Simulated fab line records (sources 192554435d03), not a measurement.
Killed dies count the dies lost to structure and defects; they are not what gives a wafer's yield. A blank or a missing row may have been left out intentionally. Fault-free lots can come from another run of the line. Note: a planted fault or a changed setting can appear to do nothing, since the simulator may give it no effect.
Split-lot trial    flow n5_finfet    route with 1938 steps; 7 lots, 21 wafers read

== ON THE SPLIT ==
At N5_BEOL_M7_ILD_DEP_00 (deposits SiCOH lowk from DEMS/porogen, target thk 179.75 nm, time 33.4 s), the setting time_s was moved away from the recipe's 33.4 s on 6 of the 21 wafers read, by -6.4% to +12.4%. The other wafers ran this setting at the recipe's value.

== SPLIT TO READING: what lies between them in the file, 1 step ==
- N5_BEOL_M7_CURE_74: cures SiCOH lowk, time 240 s

== THE READING ==
Values of M7_ILD_THK in nm from N5_BEOL_M7_THK_MEAS_01. Typical for fault-free wafers on this fab line: 155.1 nm, with standard deviation 2.1 nm.

wafer   tool, chamber at the split  time_s as run, s  against the recipe  M7_ILD_THK, nm  against lot-mates on the recipe
L074.1  pecvd-03, 2                 35.35             +5.8%               163.9           +6.8
L074.2  pecvd-03, 0                 35.35             +5.8%               161.9           +4.8
L074.6  pecvd-03, 0                 33.4              recipe              157.1           -
L076.1  pecvd-01, 2                 33.4              recipe              152.4           -
L076.2  pecvd-01, 0                 33.4              recipe              153.9           -
L076.3  pecvd-01, 1                 33.4              recipe              152.0           -
L082.1  pecvd-04, 1                 33.4              recipe              154.0           -
L082.4  pecvd-04, 1                 33.4              recipe              157.9           -
L082.6  pecvd-04, 2                 33.4              recipe              158.4           -
L087.4  pecvd-03, 0                 33.4              recipe              157.0           -
L087.5  pecvd-03, 1                 37.53             +12.4%              175.5           +18.0
L087.6  pecvd-03, 2                 33.4              recipe              158.0           -
L089.1  pecvd-03, 1                 33.4              recipe              158.5           -
L089.2  pecvd-03, 2                 31.27             -6.4%               147.1           -12.0
L089.4  pecvd-03, 0                 33.4              recipe              159.7           -
L094.1  pecvd-03, 1                 37.01             +10.8%              171.6           +16.6
L094.3  pecvd-03, 2                 33.4              recipe              155.0           -
L094.5  pecvd-03, 0                 37.01             +10.8%              172.9           +17.9
L095.2  pecvd-03, 0                 33.4              recipe              153.5           -
L095.4  pecvd-03, 0                 33.4              recipe              154.9           -
L095.6  pecvd-03, 2                 33.4              recipe              156.7           -

THE FIT
A straight line over all 21 wafers: M7_ILD_THK changes by +1.48 nm for each +1% of time_s; r = +0.95; the points scatter about the line by 2.2 nm.
The same after taking each lot's own level away (the mean of its wafers on the recipe; 21 wafers): +1.52 nm for each +1%; r = +0.98; scatter 1.6 nm.
The reading moves by 19 nm for the largest change in time_s, on that fit.
From 152.77 to 159.10 nm: that is the span of the lots' own levels, equal to 3.0 times the standard deviation above.
The two slopes are in agreement: the lot-to-lot level therefore moves the slope only a little.
Check: with one of the wafers moved furthest among these (+12.4%) left out of the fit, the line predicts +18.7 nm for it against its lot-mates. Against them it came out at +18 nm.

== THE WHOLE CHAIN: every reading that the file lists as answering this split, in the file's order ==
step                    what it does                                                              reading                                                                                   change (the file's fit)               r (the file's)
N5_BEOL_M7_ILD_DEP_00   deposits SiCOH lowk from DEMS/porogen, target thk 179.75 nm, time 33.4 s  SiCOH_lowk_of_BEOL_M7_ILD_DEP_00.thk_nm (the simulator's own value, which no gauge read)  +1.73 nm for each +1% of the setting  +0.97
N5_BEOL_M7_CURE_74      cures SiCOH lowk, time 240 s                                              SiCOH_lowk_of_BEOL_M7_ILD_DEP_00.thk_nm (the simulator's own value, which no gauge read)  +1.5 nm for each +1% of the setting   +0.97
N5_BEOL_M7_THK_MEAS_01                                                                            M7_ILD_THK                                                                                +1.51 for each +1% of the setting     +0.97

== THE FILE'S OWN FIT ==
M7_ILD_THK changes by +1.51 nm for each +1% of time_s, r = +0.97.
